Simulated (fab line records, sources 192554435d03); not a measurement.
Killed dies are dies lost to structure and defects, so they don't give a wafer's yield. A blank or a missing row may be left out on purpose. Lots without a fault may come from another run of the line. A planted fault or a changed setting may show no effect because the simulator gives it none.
Chamber matching | flow n5_finfet | N5_BEOL_M7_CURE_74 on uv_cure-01: 3 sister chambers
The step cures SiCOH lowk, time 240 s. 27 wafers are shown with their chamber, then 12 later ones without.

WAFERS WITH THEIR CHAMBER
wafer  | chamber | wafer_temp_C_max | lamp_power_pct (%)
L076.1 | 0       | 386.9            | 52.35
L076.3 | 0       | 387.0            | 52.38
L076.6 | 0       | 386.7            | 52.32
L075.2 | 0       | 386.8            | 52.25
L075.4 | 0       | 386.6            | 52.36
L075.6 | 0       | 386.0            | 52.30
L080.1 | 2       | 386.5            | 52.37
L080.3 | 2       | 386.3            | 52.26
L080.6 | 2       | 385.9            | 52.35
L081.2 | 0       | 387.0            | 52.22
L081.3 | 0       | 386.8            | 52.42
L081.5 | 0       | 387.2            | 52.32
L082.1 | 1       | 387.0            | 52.36
L082.2 | 1       | 386.5            | 52.32
L082.4 | 1       | 386.7            | 52.25
L084.1 | 2       | 386.0            | 52.37
L084.2 | 2       | 387.1            | 52.31
L084.6 | 2       | 386.3            | 52.27
L085.2 | 0       | 386.9            | 52.38
L085.3 | 0       | 387.4            | 52.35
L085.6 | 0       | 386.7            | 52.43
L086.1 | 2       | 385.8            | 52.34
L086.3 | 2       | 386.5            | 52.32
L086.6 | 2       | 386.0            | 52.29
L087.1 | 1       | 386.2            | 52.33
L087.3 | 1       | 386.8            | 52.33
L087.6 | 1       | 386.7            | 52.25

SIGNATURES (means of the wafers above)
reading          | chamber 0 | chamber 1 | chamber 2 | scatter within a chamber
wafer_temp_C_max | 386.833   | 386.650   | 386.267   | 0.352
lamp_power_pct   | 52.3400   | 52.3067   | 52.3200   | 0.0529
Rule: a wafer's distance from a chamber is the root of the sum, over the readings, of the square of ((its reading less the chamber's mean) divided by the reading's scatter). The wafer belongs to the nearest chamber; if the next one is less than 2 further off, it can't be placed. The scatter: the root of (the sum of the squares of (reading less its chamber's mean) over the shown wafers, divided by (wafers less chambers)).

WAFERS WITHOUT THEIR CHAMBER
wafer  | wafer_temp_C_max | lamp_power_pct (%)
L089.2 | 386.3            | 52.30
L089.3 | 385.6            | 52.37
L089.4 | 385.9            | 52.32
L091.3 | 386.1            | 52.30
L091.5 | 386.2            | 52.34
L091.6 | 385.5            | 52.32
L094.1 | 386.5            | 52.38
L094.2 | 386.1            | 52.45
L094.5 | 385.9            | 52.33
L096.2 | 386.9            | 52.40
L096.3 | 386.5            | 52.35
L096.4 | 386.9            | 52.32

WHICH CHAMBER EACH WENT THROUGH
wafer  | from the rows above          | in truth
L089.2 | can't be placed: 2 or 1 or 0 | 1
L089.3 | can't be placed: 2 or 1 or 0 | 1
L089.4 | can't be placed: 2 or 1 or 0 | 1
L091.3 | can't be placed: 2 or 1 or 0 | 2
L091.5 | can't be placed: 2 or 1 or 0 | 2
L091.6 | can't be placed: 2 or 1 or 0 | 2
L094.1 | can't be placed: 0 or 2 or 1 | 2
L094.2 | can't be placed: 2 or 0 or 1 | 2
L094.5 | can't be placed: 2 or 1 or 0 | 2
L096.2 | can't be placed: 0 or 1 or 2 | 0
L096.3 | can't be placed: 2 or 1 or 0 | 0
L096.4 | can't be placed: 0 or 1 or 2 | 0
Placed correctly: 0 of 12. Can't be placed from these rows: 12 (the true chamber is among the candidates in 12). Placed wrongly: 0.
